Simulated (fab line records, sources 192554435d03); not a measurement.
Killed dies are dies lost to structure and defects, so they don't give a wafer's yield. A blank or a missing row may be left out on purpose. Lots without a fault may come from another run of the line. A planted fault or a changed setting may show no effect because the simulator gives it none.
Which tool did it? | flow n5_finfet | 12 lots, 36 wafers sampled, at 6 steps of a route of 1938

WHAT THE GAUGES READ, wafer by wafer
N5_BEOL_M2_RS_MEAS_58: measures by four-point-probe.
lot  | measured     | on            | M2_RS (ohm/sq)
L075 | day 7 02:54  | film_metro-01 | 0.72 0.66 0.68
L077 | day 7 14:38  | film_metro-02 | 0.64 0.63 0.62
L079 | day 8 08:17  | film_metro-01 | 0.69 0.62 0.67
L081 | day 8 13:28  | film_metro-01 | 0.67 0.72 0.70
L083 | day 8 22:24  | film_metro-01 | 0.64 0.66 0.69
L085 | day 9 16:16  | film_metro-01 | 0.67 0.63 0.65
L087 | day 10 04:02 | film_metro-01 | 0.63 0.66 0.69
L089 | day 10 15:40 | film_metro-01 | 0.68 0.69 0.67
L091 | day 11 13:09 | film_metro-01 | 0.78 0.64 0.69
L092 | day 11 20:26 | film_metro-01 | 0.67 0.62 0.69
L095 | day 11 21:58 | film_metro-01 | 0.64 0.67 0.76
L097 | day 13 03:58 | film_metro-02 | 0.68 0.70 0.71

WHICH TOOL RAN EACH LOT (tool, then ch and the chambers of the sampled wafers, then the start)
lot  | N5_BEOL_M2_ETCH_70                 | N5_BEOL_M2_VIA_ETCH_34             | N5_BEOL_M2_ANNEAL_49         | N5_BEOL_M2_ANNEAL_87         | N5_BEOL_M2_SPUTTER_92
L075 | rie_diel-03 ch 1,2,3, day 6 22:20  | rie_diel-03 ch 1,2,3, day 6 22:26  | pvd_sputter-02, day 7 00:10  | pvd_sputter-02, day 7 00:49  | pvd_sputter-02, day 7 01:24
L077 | rie_diel-03 ch 0,1, day 7 10:23    | rie_diel-03 ch 0,1, day 7 10:29    | pvd_sputter-02, day 7 11:55  | pvd_sputter-02, day 7 12:35  | pvd_sputter-02, day 7 13:10
L079 | rie_diel-03 ch 0,3, day 8 03:56    | rie_diel-03 ch 0,3, day 8 04:03    | pvd_sputter-02, day 8 05:32  | pvd_sputter-02, day 8 06:12  | pvd_sputter-02, day 8 06:47
L081 | rie_diel-05 ch 0,2,3, day 8 07:58  | rie_diel-05 ch 0,2,3, day 8 08:04  | pvd_sputter-03, day 8 10:43  | pvd_sputter-03, day 8 11:22  | pvd_sputter-03, day 8 11:57
L083 | rie_diel-03 ch 2,3, day 8 17:15    | rie_diel-03 ch 2,3, day 8 17:22    | pvd_sputter-01, day 8 19:37  | pvd_sputter-01, day 8 20:17  | pvd_sputter-01, day 8 20:52
L085 | rie_diel-05 ch 0,2, day 9 11:47    | rie_diel-05 ch 0,2, day 9 11:54    | pvd_sputter-01, day 9 13:31  | pvd_sputter-01, day 9 14:10  | pvd_sputter-01, day 9 14:45
L087 | rie_diel-03 ch 2,3, day 9 23:39    | rie_diel-03 ch 2,3, day 9 23:46    | pvd_sputter-02, day 10 01:18 | pvd_sputter-02, day 10 01:58 | pvd_sputter-02, day 10 02:32
L089 | rie_diel-03 ch 0,2,3, day 10 09:40 | rie_diel-03 ch 0,2,3, day 10 09:46 | pvd_sputter-02, day 10 12:56 | pvd_sputter-02, day 10 13:36 | pvd_sputter-02, day 10 14:11
L091 | rie_diel-04 ch 1,3, day 11 08:18   | rie_diel-04 ch 1,3, day 11 08:25   | pvd_sputter-03, day 11 10:14 | pvd_sputter-03, day 11 10:53 | pvd_sputter-03, day 11 11:28
L092 | rie_diel-05 ch 0,3, day 11 15:34   | rie_diel-05 ch 0,3, day 11 15:40   | pvd_sputter-03, day 11 17:43 | pvd_sputter-03, day 11 18:22 | pvd_sputter-03, day 11 18:57
L095 | rie_diel-03 ch 0,2,3, day 11 17:15 | rie_diel-03 ch 0,2,3, day 11 17:22 | pvd_sputter-01, day 11 19:12 | pvd_sputter-01, day 11 19:52 | pvd_sputter-01, day 11 20:26
L097 | rie_diel-05 ch 0,1,3, day 12 22:08 | rie_diel-05 ch 0,1,3, day 12 22:14 | pvd_sputter-03, day 13 01:13 | pvd_sputter-03, day 13 01:52 | pvd_sputter-03, day 13 02:27
- N5_BEOL_M2_ETCH_70: etches SOC in N2/H2, target depth 80 nm, overetch 24 nm, time 130 s.
- N5_BEOL_M2_VIA_ETCH_34: etches the open film in C4F6/O2, target depth 69.4 nm, time 65.9 s.
- N5_BEOL_M2_ANNEAL_49: time 240 s.
- N5_BEOL_M2_ANNEAL_87: time 240 s.
- N5_BEOL_M2_SPUTTER_92: material Cu, target thk 4.5 nm, time 8.29 s.

THE ANSWER, worked out from the rows above alone
Rule: what is usual is taken from the lots themselves. Put in order of their means at a reading, lots are off if they are a third of the lots or fewer, leave a main group of 4 or more, and stand apart from it by a gap of 3 or more times the standard deviation of the main group's means; of several such gaps the widest counts. A main group whose means are all the same, to the digits that the tables above print for the reading, isn't used. A lot without any number at a reading at which 4 lots or more have one is off too. The other lots that the step has rows for count as sound.
No lot is off at any reading shown: from this, nothing can be told.

WHAT THE SIMULATOR HAD PUT IN
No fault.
